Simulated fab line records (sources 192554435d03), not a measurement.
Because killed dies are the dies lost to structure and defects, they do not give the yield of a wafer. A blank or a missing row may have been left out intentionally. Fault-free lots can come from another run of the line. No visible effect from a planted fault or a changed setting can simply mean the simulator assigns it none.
Matching of chambers || flow n5-finfet || 3 sister chambers for N5_BEOL_M7_ILD_DEP_00 on pecvd-03
The step deposits SiCOH lowk from DEMS/porogen, target thk 179.75 nm, time 33.4 s. 6 wafers are shown with their chamber, then 11 later ones without.

## WAFERS PAIRED WITH THEIR CHAMBERS
{"wafer": "L079.3", "chamber": 2, "throttle-valve-pct (%)": 12.7, "showerhead-plenum-p-Torr (Torr)": 5.746}
{"wafer": "L086.4", "chamber": 1, "throttle-valve-pct (%)": 14.3, "showerhead-plenum-p-Torr (Torr)": 5.776}
{"wafer": "L090.2", "chamber": 2, "throttle-valve-pct (%)": 12.8, "showerhead-plenum-p-Torr (Torr)": 5.727}
{"wafer": "L090.4", "chamber": 0, "throttle-valve-pct (%)": 13.4, "showerhead-plenum-p-Torr (Torr)": 5.725}
{"wafer": "L090.6", "chamber": 1, "throttle-valve-pct (%)": 14.3, "showerhead-plenum-p-Torr (Torr)": 5.791}
{"wafer": "L092.4", "chamber": 0, "throttle-valve-pct (%)": 13.1, "showerhead-plenum-p-Torr (Torr)": 5.738}

## WAFERS WHOSE CHAMBER IS MISSING
{"wafer": "L092.5", "throttle-valve-pct (%)": 13.0, "showerhead-plenum-p-Torr (Torr)": 5.723}
{"wafer": "L092.6", "throttle-valve-pct (%)": 14.4, "showerhead-plenum-p-Torr (Torr)": 5.772}
{"wafer": "L091.1", "throttle-valve-pct (%)": 13.6, "showerhead-plenum-p-Torr (Torr)": 5.734}
{"wafer": "L091.5", "throttle-valve-pct (%)": 14.4, "showerhead-plenum-p-Torr (Torr)": 5.768}
{"wafer": "L091.6", "throttle-valve-pct (%)": 13.7, "showerhead-plenum-p-Torr (Torr)": 5.718}
{"wafer": "L094.2", "throttle-valve-pct (%)": 12.9, "showerhead-plenum-p-Torr (Torr)": 5.733}
{"wafer": "L094.4", "throttle-valve-pct (%)": 13.5, "showerhead-plenum-p-Torr (Torr)": 5.739}
{"wafer": "L094.6", "throttle-valve-pct (%)": 14.3, "showerhead-plenum-p-Torr (Torr)": 5.777}
{"wafer": "L095.1", "throttle-valve-pct (%)": 14.3, "showerhead-plenum-p-Torr (Torr)": 5.753}
{"wafer": "L095.4", "throttle-valve-pct (%)": 14.3, "showerhead-plenum-p-Torr (Torr)": 5.783}
{"wafer": "L095.5", "throttle-valve-pct (%)": 13.0, "showerhead-plenum-p-Torr (Torr)": 5.737}

## THE CHAMBER EACH PASSED THROUGH
{"wafer": "L092.5", "from the rows above": "can't be placed: 0 or 2", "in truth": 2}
{"wafer": "L092.6", "from the rows above": 1, "in truth": 1}
{"wafer": "L091.1", "from the rows above": 0, "in truth": 0}
{"wafer": "L091.5", "from the rows above": 1, "in truth": 1}
{"wafer": "L091.6", "from the rows above": 0, "in truth": 0}
{"wafer": "L094.2", "from the rows above": "can't be placed: 2 or 0", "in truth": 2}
{"wafer": "L094.4", "from the rows above": 0, "in truth": 0}
{"wafer": "L094.6", "from the rows above": 1, "in truth": 1}
{"wafer": "L095.1", "from the rows above": 1, "in truth": 1}
{"wafer": "L095.4", "from the rows above": 1, "in truth": 1}
{"wafer": "L095.5", "from the rows above": "can't be placed: 2 or 0", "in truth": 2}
Correct placement for 8 of the 11. Cannot be placed on the basis of these rows: 3; the candidates contain the true chamber in 3. Wrongly placed: 0.
How it was worked out, from the rows above alone: a wafer's distance from a chamber is the root of the sum, over the readings, of the square of ((its reading less the chamber's mean) divided by the reading's scatter). If the next closest chamber is less than 2 further off than the closest, the wafer can't be placed; otherwise it belongs to the closest. Each chamber's mean is taken over the wafers shown for it. The scatter: take each reading less its chamber's mean, square it, sum over the shown wafers, divide by the number of wafers less the number of chambers, and take the root.
